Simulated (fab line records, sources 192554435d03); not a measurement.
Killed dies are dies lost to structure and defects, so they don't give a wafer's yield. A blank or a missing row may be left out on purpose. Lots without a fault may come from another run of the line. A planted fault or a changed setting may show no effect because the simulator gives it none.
Which tool did it? | flow n5_finfet | 24 lots, 72 wafers sampled, at 5 steps of a route of 1938

WHAT THE GAUGES READ, wafer by wafer
N5_MOL_CONTACT_COAG_INSPECT_42: inspects for defects (brightfield). Usual: raw_defect_count 212, standard deviation 54.
lot  | measured     | on                | raw_defect_count | flag
L074 | day 5 10:04  | defect_inspect-01 | 194 280 254      |
L075 | day 5 10:49  | defect_inspect-01 | 209 209 287      |
L076 | day 5 18:49  | defect_inspect-02 | 239 158 218      |
L077 | day 5 21:56  | defect_inspect-01 | 165 209 236      |
L078 | day 6 03:46  | defect_inspect-01 | 173 163 291      |
L079 | day 6 07:46  | defect_inspect-01 | 138 262 189      |
L080 | day 6 20:01  | defect_inspect-02 | 178 241 199      |
L081 | day 7 02:45  | defect_inspect-01 | 184 263 133      |
L082 | day 7 07:44  | defect_inspect-02 | 179 212 139      |
L083 | day 7 08:22  | defect_inspect-01 | 172 129 138      |
L084 | day 7 16:49  | defect_inspect-01 | 221 255 307      |
L085 | day 8 02:16  | defect_inspect-02 | 215 248 283      |
L086 | day 8 09:50  | defect_inspect-02 | 431 251 269      |
L087 | day 8 13:28  | defect_inspect-01 | 247 191 182      |
L088 | day 8 19:55  | defect_inspect-01 | 203 256 204      |
L089 | day 8 23:32  | defect_inspect-02 | 184 179 210      |
L090 | day 9 02:56  | defect_inspect-02 | 328 246 211      |
L091 | day 9 14:22  | defect_inspect-01 | 198 277 218      |
L092 | day 9 15:37  | defect_inspect-01 | 234 188 209      |
L093 | day 9 19:23  | defect_inspect-02 | 92 128 105       |
L094 | day 10 08:14 | defect_inspect-02 | 257 253 272      |
L095 | day 10 14:07 | defect_inspect-01 | 287 212 191      |
L096 | day 10 15:48 | defect_inspect-02 | 191 210 224      |
L097 | day 10 20:59 | defect_inspect-01 | 197 218 310      |

N5_MOL_CONTACT_COAG_INSPECT_97: inspects for defects (darkfield). Usual: raw_defect_count 54, standard deviation 26.
lot  | measured     | on                | raw_defect_count | flag
L074 | day 5 14:46  | defect_inspect-02 | 19 33 34         |
L075 | day 5 17:46  | defect_inspect-02 | 49 34 84         |
L076 | day 6 00:29  | defect_inspect-01 | 47 82 62         |
L077 | day 6 03:30  | defect_inspect-02 | 67 43 50         |
L078 | day 6 08:26  | defect_inspect-02 | 77 71 49         |
L079 | day 6 12:26  | defect_inspect-01 | 45 75 61         |
L080 | day 7 00:40  | defect_inspect-01 | 49 92 46         |
L081 | day 7 07:43  | defect_inspect-01 | 85 76 47         |
L082 | day 7 12:44  | defect_inspect-02 | 47 53 27         |
L083 | day 7 15:43  | defect_inspect-02 | 72 30 39         |
L084 | day 7 21:36  | defect_inspect-01 | 29 34 25         |
L085 | day 8 08:20  | defect_inspect-02 | 47 43 43         |
L086 | day 8 14:57  | defect_inspect-01 | 33 26 27         |
L087 | day 8 18:18  | defect_inspect-02 | 56 64 69         |
L088 | day 9 00:46  | defect_inspect-01 | 54 40 163        |
L089 | day 9 04:19  | defect_inspect-01 | 70 68 136        |
L090 | day 9 07:40  | defect_inspect-01 | 32 23 31         |
L091 | day 9 19:48  | defect_inspect-02 | 38 45 46         |
L092 | day 9 22:48  | defect_inspect-01 | 94 61 39         |
L093 | day 10 01:50 | defect_inspect-02 | 43 52 35         |
L094 | day 10 12:53 | defect_inspect-01 | 29 28 27         |
L095 | day 10 18:55 | defect_inspect-01 | 43 28 34         |
L096 | day 10 21:56 | defect_inspect-02 | 34 36 61         |
L097 | day 11 01:40 | defect_inspect-01 | 78 68 63         |

WHICH TOOL RAN EACH LOT (tool, then ch and the chambers of the sampled wafers, then the start)
lot  | N5_MOL_CONTACT_COAG_ALD_27        | N5_MOL_CONTACT_COAG_ETCH_91        | N5_MOL_CONTACT_COAG_DESCUM_45
L074 | ald_sin-02 ch 0,2,3, day 5 05:59  | rie_diel-04 ch 1,2,3, day 5 09:13  | rie_diel-02 ch 2,3, day 5 10:07
L075 | ald_sin-03 ch 2,3, day 5 06:42    | rie_diel-05 ch 2,3, day 5 09:58    | rie_diel-02 ch 1,3, day 5 10:52
L076 | ald_sin-03 ch 0,1,3, day 5 14:03  | rie_diel-04 ch 0,3, day 5 17:57    | rie_diel-05 ch 1,3, day 5 19:40
L077 | ald_sin-03 ch 0,1,3, day 5 17:01  | rie_diel-05 ch 1,2, day 5 20:56    | rie_diel-02 ch 1,3, day 5 22:34
L078 | ald_sin-01 ch 0,3, day 5 23:34    | rie_diel-02 ch 0,1,2, day 6 02:53  | rie_diel-02 ch 0,1, day 6 03:47
L079 | ald_sin-01 ch 0,2, day 6 03:00    | rie_diel-04 ch 0,2,3, day 6 06:47  | rie_diel-05 ch 0,1,2, day 6 07:49
L080 | ald_sin-03 ch 1,2, day 6 15:30    | rie_diel-02 ch 1,3, day 6 19:02    | rie_diel-04 ch 1,3, day 6 20:03
L081 | ald_sin-01 ch 0,1, day 6 22:19    | rie_diel-02 ch 0,3, day 7 01:46    | rie_diel-02 ch 0,1,3, day 7 02:47
L082 | ald_sin-02 ch 1,2, day 7 03:14    | rie_diel-04 ch 2,3, day 7 06:52    | rie_diel-04 ch 2,3, day 7 08:02
L083 | ald_sin-01 ch 1,2,3, day 7 04:07  | rie_diel-05 ch 1,2,3, day 7 07:30  | rie_diel-04 ch 0,2,3, day 7 08:38
L084 | ald_sin-02 ch 0,2,3, day 7 12:25  | rie_diel-02 ch 0,1,2, day 7 15:50  | rie_diel-04 ch 2,3, day 7 16:51
L085 | ald_sin-01 ch 0,1,3, day 7 21:58  | rie_diel-05 ch 0,1,3, day 8 01:23  | rie_diel-04 ch 0,2,3, day 8 02:19
L086 | ald_sin-03 ch 0,3, day 8 05:07    | rie_diel-04 ch 0,1,3, day 8 08:47  | rie_diel-05 ch 0,3, day 8 09:59
L087 | ald_sin-03 ch 0,2,3, day 8 09:21  | rie_diel-05 ch 0,1,2, day 8 12:35  | rie_diel-04 ch 0,1,2, day 8 13:29
L088 | ald_sin-03 ch 1,2,3, day 8 15:17  | rie_diel-02 ch 0,2,3, day 8 19:00  | rie_diel-04 ch 0,2,3, day 8 20:06
L089 | ald_sin-01 ch 0,1, day 8 17:34    | rie_diel-02 ch 0,1, day 8 22:30    | rie_diel-05 ch 0,2,3, day 8 23:38
L090 | ald_sin-01 ch 0,1, day 8 22:32    | rie_diel-02 ch 1,2,3, day 9 02:00  | rie_diel-04 ch 0,1, day 9 03:01
L091 | ald_sin-03 ch 0,1,3, day 9 09:35  | rie_diel-05 ch 0,1,3, day 9 13:28  | rie_diel-05 ch 0,2,3, day 9 15:02
L092 | ald_sin-02 ch 0,1,3, day 9 10:37  | rie_diel-05 ch 0,1,3, day 9 14:45  | rie_diel-04 ch 0,3, day 9 15:43
L093 | ald_sin-02 ch 1,2, day 9 15:17    | rie_diel-05 ch 0,1,2, day 9 18:31  | rie_diel-04 ch 1,3, day 9 19:25
L094 | ald_sin-03 ch 0,1, day 10 03:18   | rie_diel-05 ch 1,3, day 10 07:22   | rie_diel-04 ch 0,3, day 10 08:16
L095 | ald_sin-01 ch 1,2,3, day 10 09:40 | rie_diel-05 ch 1,2,3, day 10 13:16 | rie_diel-04 ch 0,1,2, day 10 14:11
L096 | ald_sin-02 ch 0,1,2, day 10 11:32 | rie_diel-04 ch 0,1,3, day 10 14:48 | rie_diel-02 ch 0,1,3, day 10 15:50
L097 | ald_sin-01 ch 1,3, day 10 16:23   | rie_diel-04 ch 1,2,3, day 10 19:57 | rie_diel-04 ch 2,3, day 10 21:01
- N5_MOL_CONTACT_COAG_ALD_27: deposits SiOC, target thk 17 nm, pulse time 1.5 s, time 2720 s.
- N5_MOL_CONTACT_COAG_ETCH_91: etches SOC in N2/H2, target depth 60 nm, overetch 21 nm, time 101.2 s.
- N5_MOL_CONTACT_COAG_DESCUM_45: chemistry O2, time 7 s.

WHAT THE TOOLS THEMSELVES READ (means of the sampled wafers that have a number; where no wafer has one, the mark that the record gives instead)
N5_MOL_CONTACT_COAG_ALD_27. Usual: chamber_pressure_Torr 2.000 Torr, standard deviation 0.0046; heater_power_w 870 W, standard deviation 68; precursor_pulse_height_rel 0.998, standard deviation 0.02.
lot  | tool       | chamber_pressure_Torr (Torr) | heater_power_w (W) | precursor_pulse_height_rel | flag
L074 | ald_sin-02 | 2.001                        | 887                | 0.990                      |
L075 | ald_sin-03 | 1.994                        | 852                | 0.986                      |
L076 | ald_sin-03 | 1.999                        | 833                | 0.996                      |
L077 | ald_sin-03 | 1.994                        | 838                | 1.017                      |
L078 | ald_sin-01 | 2.001                        | 923                | 1.011                      |
L079 | ald_sin-01 | 2.000                        | 824                | 0.999                      |
L080 | ald_sin-03 | 1.994                        | 833                | 1.010                      |
L081 | ald_sin-01 | 2.004                        | 895                | 0.997                      |
L082 | ald_sin-02 | 2.001                        | 920                | 0.983                      |
L083 | ald_sin-01 | 2.004                        | 899                | 1.023                      |
L084 | ald_sin-02 | 1.996                        | 893                | 1.008                      |
L085 | ald_sin-01 | 2.003                        | 921                | 1.001                      |
L086 | ald_sin-03 | 2.003                        | 788                | 0.989                      |
L087 | ald_sin-03 | 1.999                        | 813                | 0.984                      |
L088 | ald_sin-03 | 1.997                        | 857                | 1.014                      |
L089 | ald_sin-01 | 2.000                        | 857                | 1.009                      |
L090 | ald_sin-01 | 1.998                        | 898                | 1.007                      |
L091 | ald_sin-03 | 2.007                        | 830                | 1.013                      |
L092 | ald_sin-02 | 1.994                        | 886                | 1.004                      |
L093 | ald_sin-02 | 1.999                        | 912                | 1.007                      |
L094 | ald_sin-03 | 1.996                        | 797                | 1.004                      |
L095 | ald_sin-01 | 2.001                        | 913                | 0.992                      |
L096 | ald_sin-02 | 2.002                        | 889                | 1.012                      |
L097 | ald_sin-01 | 1.999                        | 988                | 1.007                      |

N5_MOL_CONTACT_COAG_ETCH_91. Usual: drypump_motor_current_A 5.8 A, standard deviation 0.43; oes_product_au 0.62 a.u., standard deviation 0.037; rf_fwd_power_W 835.4 W, standard deviation 2.7; rf_vpp_V 523.9 V, standard deviation 2.8; showerhead_plenum_p_Torr 2.54 Torr, standard deviation 0.1; throttle_valve_pct 17.94 %, standard deviation 0.26.
lot  | tool        | drypump_motor_current_A (A) | oes_product_au (a.u.) | rf_fwd_power_W (W) | rf_vpp_V (V) | showerhead_plenum_p_Torr (Torr) | throttle_valve_pct (%) | flag
L074 | rie_diel-04 | 5.7                         | 0.62                  | 836.9              | 524.7        | 2.58                            | 18.07                  |
L075 | rie_diel-05 | 5.7                         | 0.64                  | 833.4              | 525.9        | 2.61                            | 17.80                  |
L076 | rie_diel-04 | 5.6                         | 0.66                  | 834.6              | 523.8        | 2.52                            | 17.59                  |
L077 | rie_diel-05 | 6.2                         | 0.59                  | 835.1              | 522.3        | 2.48                            | 17.94                  |
L078 | rie_diel-02 | 6.0                         | 0.64                  | 836.4              | 524.9        | 2.58                            | 17.84                  |
L079 | rie_diel-04 | 5.8                         | 0.64                  | 835.2              | 522.9        | 2.51                            | 17.79                  |
L080 | rie_diel-02 | 5.2                         | 0.60                  | 837.7              | 523.9        | 2.57                            | 17.97                  |
L081 | rie_diel-02 | 5.5                         | 0.60                  | 839.3              | 520.8        | 2.44                            | 17.81                  |
L082 | rie_diel-04 | 5.8                         | 0.60                  | 837.6              | 524.8        | 2.57                            | 18.12                  |
L083 | rie_diel-05 | 6.0                         | 0.61                  | 832.8              | 522.6        | 2.52                            | 17.88                  |
L084 | rie_diel-02 | 6.0                         | 0.64                  | 833.4              | 524.6        | 2.58                            | 17.86                  |
L085 | rie_diel-05 | 6.1                         | 0.60                  | 836.3              | 521.9        | 2.49                            | 18.03                  |
L086 | rie_diel-04 | 5.6                         | 0.62                  | 836.9              | 525.2        | 2.57                            | 17.93                  |
L087 | rie_diel-05 | 5.9                         | 0.60                  | 835.3              | 523.5        | 2.52                            | 18.04                  |
L088 | rie_diel-02 | 5.7                         | 0.62                  | 835.2              | 523.4        | 2.54                            | 17.84                  |
L089 | rie_diel-02 | 5.8                         | 0.60                  | 838.8              | 521.8        | 2.47                            | 17.88                  |
L090 | rie_diel-02 | 5.7                         | 0.63                  | 836.5              | 525.2        | 2.62                            | 17.94                  |
L091 | rie_diel-05 | 6.1                         | 0.60                  | 833.3              | 522.9        | 2.48                            | 18.06                  |
L092 | rie_diel-05 | 6.1                         | 0.59                  | 836.9              | 521.9        | 2.48                            | 18.06                  |
L093 | rie_diel-05 | 5.9                         | 0.59                  | 834.9              | 522.1        | 2.52                            | 18.07                  |
L094 | rie_diel-05 | 6.2                         | 0.60                  | 838.1              | 522.7        | 2.47                            | 17.92                  |
L095 | rie_diel-05 | 6.0                         | 0.60                  | 834.6              | 522.9        | 2.51                            | 17.93                  |
L096 | rie_diel-04 | 5.5                         | 0.61                  | 833.1              | 525.0        | 2.56                            | 17.96                  |
L097 | rie_diel-04 | 5.7                         | 0.59                  | 836.8              | 524.7        | 2.56                            | 18.14                  |

N5_MOL_CONTACT_COAG_DESCUM_45. Usual: drypump_motor_current_A 5.8 A, standard deviation 0.38; oes_product_au 0.74 a.u., standard deviation 0.05; rf_fwd_power_W 49.49 W, standard deviation 0.19; rf_vpp_V 243.0 V, standard deviation 1.5; showerhead_plenum_p_Torr 2.09 Torr, standard deviation 0.087; throttle_valve_pct 20.51 %, standard deviation 0.28.
lot  | tool        | drypump_motor_current_A (A) | oes_product_au (a.u.) | rf_fwd_power_W (W) | rf_vpp_V (V) | showerhead_plenum_p_Torr (Torr) | throttle_valve_pct (%) | flag
L074 | rie_diel-02 | 5.4                         | 0.77                  | 49.62              | 244.0        | 2.12                            | 20.33                  |
L075 | rie_diel-02 | 5.5                         | 0.74                  | 49.35              | 243.5        | 2.13                            | 20.51                  |
L076 | rie_diel-05 | 6.2                         | 0.74                  | 49.62              | 242.6        | 2.04                            | 20.45                  |
L077 | rie_diel-02 | 5.5                         | 0.73                  | 49.46              | 243.6        | 2.13                            | 20.50                  |
L078 | rie_diel-02 | 5.8                         | 0.72                  | 49.53              | 242.5        | 2.05                            | 20.47                  |
L079 | rie_diel-05 | 5.9                         | 0.70                  | 49.56              | 243.5        | 2.08                            | 20.61                  |
L080 | rie_diel-04 | 5.6                         | 0.71                  | 49.61              | 244.3        | 2.18                            | 20.83                  |
L081 | rie_diel-02 | 5.5                         | 0.72                  | 49.49              | 243.0        | 2.07                            | 20.44                  |
L082 | rie_diel-04 | 5.8                         | 0.72                  | 49.66              | 243.3        | 2.11                            | 20.62                  |
L083 | rie_diel-04 | 5.8                         | 0.75                  | 49.55              | 242.1        | 2.06                            | 20.38                  |
L084 | rie_diel-04 | 5.9                         | 0.74                  | 49.40              | 242.8        | 2.05                            | 20.45                  |
L085 | rie_diel-04 | 5.8                         | 0.75                  | 49.46              | 242.1        | 2.06                            | 20.40                  |
L086 | rie_diel-05 | 5.8                         | 0.71                  | 49.55              | 242.8        | 2.08                            | 20.76                  |
L087 | rie_diel-04 | 5.7                         | 0.75                  | 49.48              | 242.4        | 2.07                            | 20.44                  |
L088 | rie_diel-04 | 5.8                         | 0.75                  | 49.51              | 242.7        | 2.06                            | 20.40                  |
L089 | rie_diel-05 | 5.7                         | 0.72                  | 49.61              | 243.6        | 2.11                            | 20.62                  |
L090 | rie_diel-04 | 5.5                         | 0.76                  | 49.54              | 242.5        | 2.08                            | 20.38                  |
L091 | rie_diel-05 | 5.7                         | 0.72                  | 49.60              | 243.1        | 2.11                            | 20.62                  |
L092 | rie_diel-04 | 5.6                         | 0.76                  | 49.49              | 242.7        | 2.07                            | 20.35                  |
L093 | rie_diel-04 | 5.6                         | 0.69                  | 49.56              | 243.6        | 2.17                            | 20.86                  |
L094 | rie_diel-04 | 5.7                         | 0.71                  | 49.39              | 244.4        | 2.11                            | 20.59                  |
L095 | rie_diel-04 | 5.7                         | 0.73                  | 49.63              | 241.9        | 2.06                            | 20.46                  |
L096 | rie_diel-02 | 5.5                         | 0.79                  | 49.42              | 244.0        | 2.15                            | 20.37                  |
L097 | rie_diel-04 | 6.0                         | 0.71                  | 49.38              | 241.5        | 2.04                            | 20.49                  |

THE ANSWER, worked out from the rows above alone
Rule: a lot is off if the mean of its wafers that have a number lies more than 3 standard deviations from the usual mean. A lot without any number at a reading at which 4 lots or more have one is off too. The other lots that the step has rows for count as sound. The gauges are gone through in route order, then the tools' own readings, and for those a lot's mean is taken as printed above. The first step at which some lot is off is used, and at that step the reading that is off furthest; a lot without a number counts as furthest.
No lot is off at any reading shown: from this, nothing can be told.

WHAT THE SIMULATOR HAD PUT IN
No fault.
